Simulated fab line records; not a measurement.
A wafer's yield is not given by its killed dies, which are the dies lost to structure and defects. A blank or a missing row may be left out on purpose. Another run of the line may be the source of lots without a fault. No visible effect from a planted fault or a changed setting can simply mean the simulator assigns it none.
Which tool did it? ; flow nand_harc ; 24 lots with 72 wafers sampled at 6 steps, on a route of 1159 steps

== WHAT THE GAUGES SHOWED, per wafer ==
NHARC_A_CONTACT_CD_MEAS_80.
lot;measured;on;cd_nm (nm)
L074;day 16 23:10;cd_sem-02;190.0 189.5 189.5
L078;day 17 03:34;cd_sem-01;190.4 190.6 190.3
L075;day 17 04:13;cd_sem-02;189.2 188.5 188.6
L076;day 17 10:01;cd_sem-02;189.7 189.1 189.5
L079;day 17 16:11;cd_sem-03;190.8 190.9 189.0
L077;day 17 22:27;cd_sem-02;188.2 188.6 188.8
L082;day 18 21:35;cd_sem-02;188.5 189.0 189.1
L081;day 18 21:41;cd_sem-01;189.5 190.2 190.6
L080;day 19 03:05;cd_sem-02;189.4 188.9 188.9
L084;day 19 10:10;cd_sem-03;188.4 188.9 189.1
L085;day 19 12:08;cd_sem-01;189.2 189.6 189.7
L086;day 19 13:50;cd_sem-02;190.1 190.1 189.3
L083;day 19 14:16;cd_sem-02;188.3 189.9 189.2
L087;day 19 18:17;cd_sem-01;190.4 190.1 189.5
L088;day 20 00:20;cd_sem-01;190.3 190.5 189.9
L090;day 20 01:26;cd_sem-03;189.1 188.9 189.0
L089;day 20 18:14;cd_sem-02;190.4 190.3 189.9
L094;day 20 23:37;cd_sem-01;189.3 189.0 190.0
L091;day 21 03:05;cd_sem-03;189.3 188.5 188.9
L092;day 21 09:13;cd_sem-03;189.7 190.9 189.7
L093;day 21 23:29;cd_sem-02;188.8 189.0 188.5
L097;day 22 15:43;cd_sem-02;189.7 189.6 189.0
L095;day 22 20:02;cd_sem-02;189.9 189.7 190.0
L096;day 22 21:48;cd_sem-03;189.6 188.5 189.4

NHARC_A_CONTACT_OVL_MEAS_09.
lot;measured;on;overlay_x_nm (nm);overlay_y_nm (nm)
L074;day 17 04:04;overlay-02;-1.1 -0.3 -0.7;0.2 0.4 0.0
L078;day 17 08:54;overlay-01;0.0 -0.2 -0.3;-0.6 -0.2 -0.4
L075;day 17 10:14;overlay-01;0.1 0.8 1.0;-0.3 -0.9 -0.9
L076;day 17 14:06;overlay-01;-0.7 -1.0 -0.8;-0.1 0.1 0.1
L079;day 17 19:40;overlay-02;1.2 0.8 0.9;-1.1 -0.4 -0.5
L077;day 18 01:41;overlay-01;1.0 1.8 1.2;-0.1 -0.9 -0.4
L082;day 19 02:38;overlay-01;-0.8 -0.4 -0.8;0.5 0.2 0.7
L081;day 19 03:49;overlay-02;0.6 1.2 1.2;1.1 2.2 1.7
L080;day 19 06:56;overlay-02;0.9 1.3 1.5;-0.5 -0.5 -1.0
L084;day 19 13:56;overlay-02;0.7 0.0 1.0;-0.7 -1.1 -0.3
L085;day 19 15:12;overlay-01;-1.1 -1.0 -1.0;-1.0 -1.3 -1.3
L086;day 19 17:43;overlay-01;-1.3 -1.4 -0.5;0.3 0.3 0.5
L083;day 19 18:17;overlay-01;-1.1 -1.2 -0.7;0.4 0.5 0.0
L087;day 19 21:18;overlay-01;0.5 0.4 0.6;0.2 -0.2 0.1
L088;day 20 04:34;overlay-02;1.4 1.5 2.2;0.4 0.7 0.1
L090;day 20 05:48;overlay-02;-1.4 -1.1 -0.8;-0.9 -0.7 -0.7
L089;day 20 21:29;overlay-01;-1.0 -0.9 -0.2;0.9 0.3 0.8
L094;day 21 06:44;overlay-01;0.1 -0.1 0.3;-1.0 -1.6 -1.0
L091;day 21 09:46;overlay-01;0.4 1.0 1.4;-0.5 -0.2 -0.8
L092;day 21 13:44;overlay-01;-1.1 -0.5 -0.7;0.1 0.7 -0.1
L093;day 22 02:22;overlay-01;0.6 0.1 0.7;0.8 1.0 1.2
L097;day 22 19:20;overlay-02;-0.5 -0.2 -0.5;-0.5 0.3 -0.1
L095;day 23 00:23;overlay-02;0.4 0.5 0.6;-0.6 -0.7 -0.8
L096;day 23 03:01;overlay-01;-0.4 -0.6 -0.5;-1.2 -1.1 -1.0

== WHAT TOOL EACH LOT RAN ON (gives the tool, then ch and the chambers of the sampled wafers, and finally the start) ==
lot;NHARC_A_CONTACT_DEP_24;NHARC_A_CONTACT_ETCH_48;NHARC_A_CONTACT_ETCH_117;NHARC_A_CONTACT_ETCH_126
L074;pecvd-02 ch 0,1,2, day 16 07:16;rie_diel-13 ch 2,3, day 16 11:16;har_cap_etch-02 ch 0,1, day 16 13:41;har_cap_etch-01 ch 0, day 16 21:23
L078;pecvd-02 ch 0,1,2, day 16 11:39;rie_diel-03 ch 0,1, day 16 16:33;har_cap_etch-02 ch 0,1, day 16 18:28;har_cap_etch-03 ch 0,1, day 17 01:26
L075;pecvd-04 ch 0,1,2, day 16 11:55;rie_diel-03 ch 2,3, day 16 17:03;har_cap_etch-03 ch 0,1, day 16 19:31;har_cap_etch-01 ch 0,1, day 17 02:28
L076;pecvd-03 ch 0,1,2, day 16 16:19;rie_diel-08 ch 0,1,3, day 16 20:49;har_cap_etch-02 ch 0, day 17 00:04;har_cap_etch-02 ch 0,1, day 17 08:11
L079;pecvd-02 ch 0,2, day 16 22:12;rie_diel-03 ch 1,2,3, day 17 05:05;har_cap_etch-01 ch 0,1, day 17 06:55;har_cap_etch-03 ch 0,1, day 17 13:59
L077;pecvd-02 ch 1,2, day 17 04:24;rie_diel-08 ch 1,2,3, day 17 10:51;har_cap_etch-02 ch 0,1, day 17 12:56;har_cap_etch-02 ch 0,1, day 17 20:19
L082;pecvd-02 ch 0,1,2, day 18 06:08;rie_diel-03 ch 0,2,3, day 18 10:04;har_cap_etch-03 ch 0,1, day 18 11:55;har_cap_etch-03 ch 0,1, day 18 19:48
L081;pecvd-04 ch 0,1, day 18 06:18;rie_diel-13 ch 1,2,3, day 18 10:12;har_cap_etch-02 ch 1, day 18 12:02;har_cap_etch-02 ch 0,1, day 18 19:56
L080;pecvd-03 ch 0,1,2, day 18 10:34;rie_diel-03 ch 1,2,3, day 18 14:50;har_cap_etch-01 ch 0,1, day 18 16:39;har_cap_etch-03 ch 0,1, day 19 01:14
L084;pecvd-04 ch 1,2, day 18 16:09;rie_diel-08 ch 0,3, day 18 21:37;har_cap_etch-01 ch 0,1, day 18 23:27;har_cap_etch-03 ch 0,1, day 19 08:23
L085;pecvd-03 ch 0,1,2, day 18 17:42;rie_diel-03 ch 0,1,3, day 18 23:59;har_cap_etch-02 ch 0,1, day 19 02:04;har_cap_etch-02 ch 0,1, day 19 10:22
L086;pecvd-04 ch 0,1,2, day 18 20:51;rie_diel-03 ch 0,2, day 19 02:53;har_cap_etch-03 ch 0,1, day 19 04:41;har_cap_etch-03 ch 0,1, day 19 12:02
L083;pecvd-02 ch 0,1, day 18 21:56;rie_diel-13 ch 1,3, day 19 03:59;har_cap_etch-01 ch 1, day 19 05:49;har_cap_etch-01 ch 0,1, day 19 12:31
L087;pecvd-04 ch 0,1, day 19 02:19;rie_diel-08 ch 1,2, day 19 07:55;har_cap_etch-01 ch 0,1, day 19 09:44;har_cap_etch-02 ch 0,1, day 19 16:32
L088;pecvd-03 ch 0,1, day 19 08:50;rie_diel-03 ch 2,3, day 19 12:47;har_cap_etch-02 ch 0,1, day 19 15:07;har_cap_etch-02 ch 0,1, day 19 22:16
L090;pecvd-02 ch 1,2, day 19 09:07;rie_diel-03 ch 1,2,3, day 19 13:12;har_cap_etch-03 ch 0,1, day 19 15:44;har_cap_etch-01 ch 0,1, day 19 23:11
L089;pecvd-04 ch 0,1,2, day 20 01:49;rie_diel-08 ch 0,1,3, day 20 06:43;har_cap_etch-01 ch 0,1, day 20 08:51;har_cap_etch-02 ch 0,1, day 20 16:26
L094;pecvd-04 ch 0,1,2, day 20 09:41;rie_diel-03 ch 0,2, day 20 13:31;har_cap_etch-03 ch 0, day 20 15:22;har_cap_etch-02 ch 0, day 20 21:50
L091;pecvd-02 ch 0,1, day 20 12:44;rie_diel-03 ch 1,2, day 20 17:10;har_cap_etch-01 ch 0, day 20 18:59;har_cap_etch-03 ch 0,1, day 21 01:19
L092;pecvd-04 ch 0,1, day 20 14:03;rie_diel-03 ch 0,1, day 20 19:53;har_cap_etch-03 ch 0,1, day 20 21:46;har_cap_etch-02 ch 0,1, day 21 07:30
L093;pecvd-02 ch 0,1, day 21 08:40;rie_diel-13 ch 0,2,3, day 21 13:11;har_cap_etch-02 ch 0,1, day 21 15:02;har_cap_etch-03 ch 0,1, day 21 21:44
L097;pecvd-03 ch 0,1, day 22 00:16;rie_diel-03 ch 0,1,2, day 22 04:05;har_cap_etch-02 ch 0,1, day 22 06:08;har_cap_etch-02 ch 0,1, day 22 13:55
L095;pecvd-03 ch 0,1,2, day 22 04:35;rie_diel-03 ch 1,3, day 22 09:26;har_cap_etch-03 ch 0,1, day 22 11:18;har_cap_etch-01 ch 1, day 22 18:06
L096;pecvd-02 ch 0,1,2, day 22 04:56;rie_diel-03 ch 1,2,3, day 22 10:24;har_cap_etch-01 ch 0,1, day 22 12:32;har_cap_etch-03 ch 0,1, day 22 19:56
- NHARC_A_CONTACT_DEP_24: deposits SiO2, target thk 500 nm.
- NHARC_A_CONTACT_ETCH_48: etches the open film in CF4, target depth 39 nm, time 65 s.
- NHARC_A_CONTACT_ETCH_117: etches the open film in C4F8/O2/Ar, time 94 s, target depth 922 nm.
- NHARC_A_CONTACT_ETCH_126: etches the open film in C4F8/O2/Ar, time 155 s, target depth 956 nm.

== AS READ BY THE TOOLS THEMSELVES (means over the sampled wafers that have a number; for cases with no such wafer, the mark the record gives instead) ==
NHARC_A_CONTACT_DEP_24.
lot;tool;heater_power_w (W);mfc_precursor_sccm (sccm);throttle_valve_pct (%)
L074;pecvd-02;592;161.2;16.2
L078;pecvd-02;581;161.4;16.0
L075;pecvd-04;566;161.5;15.9
L076;pecvd-03;538;161.5;15.8
L079;pecvd-02;582;161.5;16.2
L077;pecvd-02;597;161.5;16.1
L082;pecvd-02;563;161.5;16.2
L081;pecvd-04;706;161.4;15.5
L080;pecvd-03;559;161.5;15.7
L084;pecvd-04;519;161.5;15.7
L085;pecvd-03;562;161.7;15.9
L086;pecvd-04;592;161.6;15.7
L083;pecvd-02;583;161.5;16.4
L087;pecvd-04;699;161.3;15.6
L088;pecvd-03;570;161.3;15.6
L090;pecvd-02;584;161.0;16.3
L089;pecvd-04;571;161.4;15.7
L094;pecvd-04;577;161.7;15.6
L091;pecvd-02;590;161.6;16.2
L092;pecvd-04;685;161.4;15.6
L093;pecvd-02;651;161.3;16.5
L097;pecvd-03;476;161.2;15.4
L095;pecvd-03;557;162.0;15.6
L096;pecvd-02;610;161.5;16.3

NHARC_A_CONTACT_ETCH_48.
lot;tool;drypump_motor_current_A (A);oes_product_au (a.u.);rf_vpp_V (V);showerhead_plenum_p_Torr (Torr);throttle_valve_pct (%)
L074;rie_diel-13;5.7;0.984;152.3;1.83;13.277
L078;rie_diel-03;5.5;0.989;152.6;1.83;13.283
L075;rie_diel-03;6.0;0.998;151.1;1.75;13.274
L076;rie_diel-08;5.6;1.007;149.6;1.66;13.284
L079;rie_diel-03;5.9;1.000;150.7;1.78;13.283
L077;rie_diel-08;5.4;1.013;149.5;1.66;13.282
L082;rie_diel-03;6.1;0.998;150.6;1.73;13.280
L081;rie_diel-13;5.7;0.988;152.0;1.77;13.284
L080;rie_diel-03;5.9;0.991;150.6;1.78;13.292
L084;rie_diel-08;5.4;1.004;150.2;1.67;13.284
L085;rie_diel-03;5.9;1.002;151.4;1.76;13.286
L086;rie_diel-03;5.8;0.995;150.1;1.74;13.277
L083;rie_diel-13;6.1;0.992;151.7;1.82;13.286
L087;rie_diel-08;5.3;0.992;149.7;1.66;13.278
L088;rie_diel-03;6.3;1.007;150.7;1.71;13.272
L090;rie_diel-03;5.9;0.999;152.1;1.78;13.283
L089;rie_diel-08;5.6;1.007;149.9;1.66;13.285
L094;rie_diel-03;5.9;0.993;151.2;1.74;13.281
L091;rie_diel-03;5.5;1.001;152.2;1.84;13.290
L092;rie_diel-03;5.5;1.006;151.8;1.83;13.286
L093;rie_diel-13;5.8;0.981;151.2;1.75;13.290
L097;rie_diel-03;5.7;1.008;151.4;1.79;13.282
L095;rie_diel-03;6.1;1.007;151.3;1.74;13.281
L096;rie_diel-03;5.9;1.005;151.5;1.77;13.284

== THE ANSWER, worked out from the rows above alone ==
Rule: usual is defined by the lots themselves. Put in order of their means at a reading, lots are off if they are a third of the lots or fewer, leave a main group of 4 or more, and stand apart from it by a gap of 3 or more times the standard deviation of the main group's means; of several such gaps the widest counts. A main group whose means are all the same, to the digits that the tables above print for the reading, isn't used. A lot without any number at a reading at which 4 lots or more have one is off too. Where the step has rows for the other lots, those lots are counted as sound. After the gauges, taken in route order, come the tools' own readings; for these a lot's mean is taken, as printed above. At the first step where some lot is off, the reading lying furthest off is the one used; lots without a number count as furthest.
None of the lots is off at any reading shown; this tells nothing.

== WHAT THE SIMULATOR HAD INSERTED ==
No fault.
